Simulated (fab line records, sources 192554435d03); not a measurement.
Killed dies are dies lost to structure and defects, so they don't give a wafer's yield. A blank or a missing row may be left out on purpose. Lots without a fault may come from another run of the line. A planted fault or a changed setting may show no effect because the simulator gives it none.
Split-lot experiment | flow n5_finfet | 7 lots, 21 wafers read, on a route of 1938 steps

THE SPLIT
At N5_MOL_CONTACT_COAG_VIA_ETCH_46 (etches SiO2 in C4F6/O2, target depth 46 nm, overetch 9.2 nm, time 40 s), the setting bias_w was moved away from the recipe's 455 W on 8 of the 21 wafers read, by -13.9% to +16.8%. The other wafers ran this setting at the recipe's value.

The reading is taken at the split's own step.

THE READING
rf_vpp_V, in V, at N5_MOL_CONTACT_COAG_VIA_ETCH_46 (etches SiO2 in C4F6/O2, target depth 46 nm, overetch 9.2 nm, time 40 s). Fault-free wafers of this fab line usually give 1590 V, standard deviation 33 V.

wafer  | tool, chamber at the split | bias_w as run, W | against the recipe | rf_vpp_V, V | against lot-mates on the recipe
L079.3 | rie_diel-06, 2             | 455              | recipe             | 1588        | -
L079.5 | rie_diel-06, 1             | 455              | recipe             | 1581        | -
L079.6 | rie_diel-06, 0             | 455              | recipe             | 1627        | -
L084.1 | rie_diel-02, 0             | 455              | recipe             | 1577        | -
L084.2 | rie_diel-02, 1             | 455              | recipe             | 1615        | -
L084.6 | rie_diel-02, 1             | 455              | recipe             | 1616        | -
L085.2 | rie_diel-03, 0             | 519.8            | +14.2%             | 1733        | +184
L085.5 | rie_diel-03, 2             | 455              | recipe             | 1549        | -
L085.6 | rie_diel-03, 1             | 519.8            | +14.2%             | 1704        | +155
L091.1 | rie_diel-03, 0             | 400.1            | -12.1%             | 1424        | -190
L091.4 | rie_diel-03, 3             | 455              | recipe             | 1660        | -
L091.5 | rie_diel-03, 0             | 455              | recipe             | 1568        | -
L092.3 | rie_diel-06, 3             | 455              | recipe             | 1592        | -
L092.4 | rie_diel-06, 2             | 455              | recipe             | 1588        | -
L092.5 | rie_diel-06, 0             | 496.6            | +9.1%              | 1734        | +144
L096.2 | rie_diel-03, 0             | 455              | recipe             | 1568        | -
L096.3 | rie_diel-03, 1             | 391.7            | -13.9%             | 1379        | -189
L096.4 | rie_diel-03, 2             | 391.7            | -13.9%             | 1384        | -184
L097.1 | rie_diel-02, 1             | 531.4            | +16.8%             | 1813        | +244
L097.2 | rie_diel-02, 3             | 455              | recipe             | 1569        | -
L097.4 | rie_diel-02, 1             | 531.4            | +16.8%             | 1813        | +244

THE FIT
A straight line over all 21 wafers: rf_vpp_V changes by +12.9 V for each +1% of bias_w; r = +0.96; the points scatter about the line by 32 V.
The same after taking each lot's own level away (the mean of its wafers on the recipe; 21 wafers): +13.8 V for each +1%; r = +0.98; scatter 22 V.
On that fit, the largest move of bias_w shifts the reading by 2.3e+02 V.
The lots' own levels span 1549.0 to 1614.0 V, that is 2.0 times the standard deviation above.
So the lot-to-lot level changes the slope little: the two slopes agree.
Check: with one of the wafers moved furthest among these (+16.8%) left out of the fit, the line predicts +227 V for it against its lot-mates. It came out at +244 V against them.
Tool readings at the split's step, against how far the setting was moved: rf_vpp_V r = +0.96.

THE FILE'S OWN FIT
rf_vpp_V changes by +14 V for each +1% of bias_w, r = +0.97.
